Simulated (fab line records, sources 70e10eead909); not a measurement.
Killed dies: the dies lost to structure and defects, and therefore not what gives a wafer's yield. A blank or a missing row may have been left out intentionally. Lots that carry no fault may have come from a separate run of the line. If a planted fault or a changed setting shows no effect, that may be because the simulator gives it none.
Chamber matching || flow nand_harc || NHARC_A_STAIRCASE_DEP_259 on pecvd-04: 3 sister chambers
The step deposits SiON, target thk 30 nm. 20 wafers are shown with their chamber, then 10 later ones without.

== WAFERS PAIRED WITH THEIR CHAMBERS ==
{"wafer": "L074.2", "chamber": 1, "heater_power_w (W)": 763}
{"wafer": "L074.5", "chamber": 0, "heater_power_w (W)": 712}
{"wafer": "L074.6", "chamber": 1, "heater_power_w (W)": 730}
{"wafer": "L076.1", "chamber": 1, "heater_power_w (W)": 759}
{"wafer": "L076.3", "chamber": 0, "heater_power_w (W)": 711}
{"wafer": "L076.5", "chamber": 1, "heater_power_w (W)": 747}
{"wafer": "L078.4", "chamber": 0, "heater_power_w (W)": 762}
{"wafer": "L078.5", "chamber": 0, "heater_power_w (W)": 782}
{"wafer": "L078.6", "chamber": 1, "heater_power_w (W)": 676}
{"wafer": "L079.1", "chamber": 1, "heater_power_w (W)": 745}
{"wafer": "L079.3", "chamber": 0, "heater_power_w (W)": 647}
{"wafer": "L079.5", "chamber": 0, "heater_power_w (W)": 653}
{"wafer": "L080.3", "chamber": 0, "heater_power_w (W)": 650}
{"wafer": "L080.4", "chamber": 1, "heater_power_w (W)": 772}
{"wafer": "L080.5", "chamber": 0, "heater_power_w (W)": 652}
{"wafer": "L089.2", "chamber": 1, "heater_power_w (W)": 753}
{"wafer": "L089.4", "chamber": 0, "heater_power_w (W)": 824}
{"wafer": "L089.5", "chamber": 2, "heater_power_w (W)": 759}
{"wafer": "L091.1", "chamber": 1, "heater_power_w (W)": 718}
{"wafer": "L091.3", "chamber": 0, "heater_power_w (W)": 803}

SIGNATURES (averages over the wafers above)
{"reading": "heater_power_w", "chamber 0": 719.60, "chamber 1": 740.33, "chamber 2": 759.00, "scatter within a chamber": 54}
Rule: for each reading, subtract the chamber's mean from the wafer's reading, divide by that reading's scatter and square the result; add these up over the readings and take the root, which gives the wafer's distance from the chamber. If the next closest chamber is less than 2 further off than the closest, the wafer can't be placed; otherwise it belongs to the closest. How the scatter is found: for the shown wafers, subtract from each reading the mean of its chamber, square and add these, divide the total by (wafers less chambers), then take the root.

== WAFERS WITHOUT THEIR CHAMBER ==
{"wafer": "L091.5", "heater_power_w (W)": 778}
{"wafer": "L088.1", "heater_power_w (W)": 698}
{"wafer": "L088.2", "heater_power_w (W)": 743}
{"wafer": "L088.3", "heater_power_w (W)": 739}
{"wafer": "L092.1", "heater_power_w (W)": 797}
{"wafer": "L092.2", "heater_power_w (W)": 722}
{"wafer": "L092.5", "heater_power_w (W)": 782}
{"wafer": "L096.1", "heater_power_w (W)": 741}
{"wafer": "L096.4", "heater_power_w (W)": 731}
{"wafer": "L096.5", "heater_power_w (W)": 775}

== THE CHAMBER EACH PASSED THROUGH ==
{"wafer": "L091.5", "from the rows above": "can't be placed: 2 or 1 or 0", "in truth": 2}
{"wafer": "L088.1", "from the rows above": "can't be placed: 0 or 1 or 2", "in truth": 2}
{"wafer": "L088.2", "from the rows above": "can't be placed: 1 or 2 or 0", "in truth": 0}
{"wafer": "L088.3", "from the rows above": "can't be placed: 1 or 0 or 2", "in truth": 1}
{"wafer": "L092.1", "from the rows above": "can't be placed: 2 or 1 or 0", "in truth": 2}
{"wafer": "L092.2", "from the rows above": "can't be placed: 0 or 1 or 2", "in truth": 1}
{"wafer": "L092.5", "from the rows above": "can't be placed: 2 or 1 or 0", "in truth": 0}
{"wafer": "L096.1", "from the rows above": "can't be placed: 1 or 2 or 0", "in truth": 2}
{"wafer": "L096.4", "from the rows above": "can't be placed: 1 or 0 or 2", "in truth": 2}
{"wafer": "L096.5", "from the rows above": "can't be placed: 2 or 1 or 0", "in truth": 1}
Correct placement for 0 of the 10. From these rows, 10 cannot be placed; in 10 the true chamber is one of the candidates. Wrongly placed: 0.
